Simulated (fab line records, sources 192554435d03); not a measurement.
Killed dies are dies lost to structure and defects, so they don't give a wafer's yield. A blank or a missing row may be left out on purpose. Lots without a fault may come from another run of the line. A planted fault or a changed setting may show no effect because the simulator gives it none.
Chamber matching | flow n5_finfet | N5_ILD0_CMP_07 on cmp-03: 4 sister chambers
The step polishes SiO2 flowable, stops on poly-Si, t overpolish 1.18 s, target thk 138.88 nm. 14 wafers are shown with their chamber, then 7 later ones without.

WAFERS WITH THEIR CHAMBER
wafer  | chamber | motor_current_A (A)
L081.4 | 2       | 12.2
L081.5 | 0       | 11.3
L081.6 | 1       | 12.5
L088.1 | 2       | 12.6
L088.3 | 0       | 11.6
L088.5 | 0       | 12.2
L089.2 | 1       | 12.8
L089.4 | 2       | 12.5
L089.5 | 1       | 12.6
L092.1 | 1       | 11.8
L092.2 | 3       | 11.0
L092.3 | 2       | 12.5
L093.1 | 0       | 11.3
L093.2 | 3       | 10.8

SIGNATURES (means of the wafers above)
reading         | chamber 0 | chamber 1 | chamber 2 | chamber 3 | scatter within a chamber
motor_current_A | 11.600    | 12.425    | 12.450    | 10.900    | 0.349
Rule: a wafer's distance from a chamber is the root of the sum, over the readings, of the square of ((its reading less the chamber's mean) divided by the reading's scatter). The wafer belongs to the nearest chamber; if the next one is less than 2 further off, it can't be placed. The scatter: the root of (the sum of the squares of (reading less its chamber's mean) over the shown wafers, divided by (wafers less chambers)).

WAFERS WITHOUT THEIR CHAMBER
wafer  | motor_current_A (A)
L093.4 | 12.4
L096.2 | 11.9
L096.3 | 11.9
L096.5 | 10.8
L097.2 | 13.1
L097.4 | 11.1
L097.6 | 11.0

WHICH CHAMBER EACH WENT THROUGH
wafer  | from the rows above          | in truth
L093.4 | can't be placed: 1 or 2      | 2
L096.2 | can't be placed: 0 or 1 or 2 | 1
L096.3 | can't be placed: 0 or 1 or 2 | 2
L096.5 | 3                            | 3
L097.2 | can't be placed: 2 or 1      | 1
L097.4 | can't be placed: 3 or 0      | 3
L097.6 | can't be placed: 3 or 0      | 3
Placed correctly: 1 of 7. Can't be placed from these rows: 6 (the true chamber is among the candidates in 6). Placed wrongly: 0.
